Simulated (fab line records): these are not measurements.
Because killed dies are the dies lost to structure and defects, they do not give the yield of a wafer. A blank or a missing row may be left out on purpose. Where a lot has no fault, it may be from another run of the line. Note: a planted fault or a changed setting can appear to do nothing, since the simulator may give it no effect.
A struck lot beside a sound one ; flow nand-harc ; 40 out of 1302 route steps
Sound: the wafers L343.1, L343.3, L343.6. Struck: wafer L358.4 (left out: L358.2, L358.6 of the same lot, which were not struck); the cause appears at the end.
Order at every step that has rows: each side's tool, ch and its chambers, its first start. Under that, the readings that differ: sound wafers ; struck wafers ; difference of the means ; sigmas: that difference in standard deviations of wafers without a fault.
alike: a reading whose means differ by less than 2 such deviations, as well as words and numbers matching on both sides. not compared: withheld readings; readings where some wafer has no value; bounds like >300 that might hide an equal value; numbers whose values overlap and for which the record gives no deviation.
A row with sigmas, a row that says differs or no value, or rows on one side alone: a step with any of these is where the two part. Non-overlapping numbers with no deviation appear without sigmas and do not part them. A reading missing from all wafers of one side parts the sides only when that side holds two or more wafers.

first, 10 steps without rows for these wafers: NHARC_A_STAIRCASE_DEP_280 (deposits SiON, target thk 30 nm); NHARC_A_STAIRCASE_DEHYDRATE_281 (time 120 s); NHARC_A_STAIRCASE_HMDS_282 (time 30 s); NHARC_A_STAIRCASE_COAT_283; NHARC_A_STAIRCASE_SOFTBAKE_284 (time 170 s); NHARC_A_STAIRCASE_EBR_285; NHARC_A_STAIRCASE_EXPOSE_286 (exposes mask CHOP 100); NHARC_A_STAIRCASE_PEB_287 (peb time 130 s); NHARC_A_STAIRCASE_DEVELOP_288 (time 140 s); NHARC_A_STAIRCASE_HARDBAKE_290 (time 140 s).
NHARC_A_STAIRCASE_DESCUM_291: chemistry O2, time 3 s.
  sound on rie-diel-11 ch 0,3, day 16 15:50; struck on rie-diel-13 ch 3, day 23 14:35
  alike: drypump-motor-current-A, oes-product-au, rf-vpp-V, showerhead-plenum-p-Torr, throttle-valve-pct
  not compared: rf-hours-counter-h
NHARC_A_STAIRCASE_ETCH_292: etches the open film in CF4/CHF3.
  sound on rie-diel-11 ch 0,3, day 16 15:57; struck on rie-diel-13 ch 2, day 23 14:40
reading;sound;struck;difference;sigmas
rf-vpp-V (V);367.3 368.5 366.8;372.9;+5.4;+2
showerhead-plenum-p-Torr (Torr);1.46 1.51 1.46;1.61;+0.13;+2
  alike: drypump-motor-current-A, oes-product-au, throttle-valve-pct
  not compared: rf-hours-counter-h
then, 3 steps without rows for these wafers: NHARC_A_STAIRCASE_HM_OPEN_460 (chemistry O2/COS); NHARC_A_STAIRCASE_STRIP_461 (strips in O2/COS); NHARC_A_STAIRCASE_ETCH_452 (etches the open film in CF4/O2, target depth 30 nm, overetch 3 nm, time 16.5 s).
NHARC_A_STAIRCASE_ETCH_294: etches the open film in C4F8/O2/Ar, target depth 4989 nm, time 1211.6 s.
  sound: rie-diel-11 ch 0,2; struck: rie-diel-13 ch 1
reading;sound;struck;difference;sigmas
oes-product-au (a.u.);0.927 0.906 0.921;0.941;+0.023;+2
  alike: rf-vpp-V
  not compared: rf-hours-counter-h
then, 4 steps without rows for these wafers: NHARC_A_STAIRCASE_STRIP_295 (strips in O2); NHARC_A_STAIRCASE_STRIP_296 (strips in SPM, time 900 s); NHARC_A_STAIRCASE_PRECLEAN_297 (cleans in SC1); NHARC_A_STAIRCASE_SRD_298.
NHARC_A_STAIRCASE_HM_DEP_462: deposits aC, target thk 800 nm.
  sound on acl-dep-02 ch 0, day 16 21:08; struck on acl-dep-03 ch 0, day 23 17:10
  alike: throttle-valve-pct
NHARC_A_STAIRCASE_DEP_301: deposits SiON, target thk 30 nm.
  sound on pecvd-01 ch 0,2, day 16 23:01; struck on pecvd-03 ch 1, day 23 18:46
reading;sound;struck;difference;sigmas
heater-power-w (W);676 753 709;934;+221;+2
then, 11 steps without rows for these wafers: NHARC_A_STAIRCASE_DEHYDRATE_302 (time 120 s); NHARC_A_STAIRCASE_HMDS_303 (time 30 s); NHARC_A_STAIRCASE_COAT_304; NHARC_A_STAIRCASE_SOFTBAKE_305 (time 170 s); NHARC_A_STAIRCASE_EBR_306; NHARC_A_STAIRCASE_EXPOSE_307 (exposes mask CHOP 50); NHARC_A_STAIRCASE_PEB_308 (peb time 130 s); NHARC_A_STAIRCASE_DEVELOP_309 (time 140 s); NHARC_A_STAIRCASE_HARDBAKE_311 (time 140 s); NHARC_A_STAIRCASE_DESCUM_312 (chemistry O2, time 3 s); NHARC_A_STAIRCASE_ETCH_313 (etches the open film in CF4/CHF3).
NHARC_A_STAIRCASE_HM_OPEN_463: chemistry O2/COS.
  sound: rie-diel-03 ch 0,1; struck: rie-diel-03 ch 0
reading;sound;struck;difference;sigmas
throttle-valve-pct (%);28.308 28.333 28.307;28.347;+0.031;+3
  alike: drypump-motor-current-A, oes-product-au, rf-vpp-V, showerhead-plenum-p-Torr
  not compared: rf-hours-counter-h
then, 5 steps without rows for these wafers: NHARC_A_STAIRCASE_STRIP_464 (strips in O2/COS); NHARC_A_STAIRCASE_ETCH_453 (etches the open film in CF4/O2, target depth 30 nm, overetch 3 nm, time 16.5 s); NHARC_A_STAIRCASE_ETCH_315 (etches the open film in C4F8/O2/Ar, target depth 2500 nm, time 607.1 s); NHARC_A_STAIRCASE_STRIP_316 (strips in O2); NHARC_A_STAIRCASE_STRIP_317 (strips in SPM, time 900 s).
-- the record jumps here: 7 days lie between the struck wafers' starts before and after (it left off in module A_STAIRCASE and takes up again in module END, whose first step shown is number 1302 of the route) --
NHARC_END_SORT_01:
  sound on prober-01 ch 0, day 24 09:21; struck on prober-01 ch 0, day 31 04:10
reading;sound;struck;difference;sigmas
killed-at-array;18 27 21;574;+552;+31
killed-dies;22 28 25;580;+555;+29
  alike: killed-at-other, killed-at-periphery, killed-open, killed-short

== WHERE THEY PART ==
At NHARC_A_STAIRCASE_ETCH_292 first; at NHARC_END_SORT_01 last (within this record only).

WHY: whatever the simulator had introduced
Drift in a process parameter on rie-diel-13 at NHARC_A_STAIRCASE_ETCH_292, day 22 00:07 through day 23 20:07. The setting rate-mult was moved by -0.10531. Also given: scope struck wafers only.
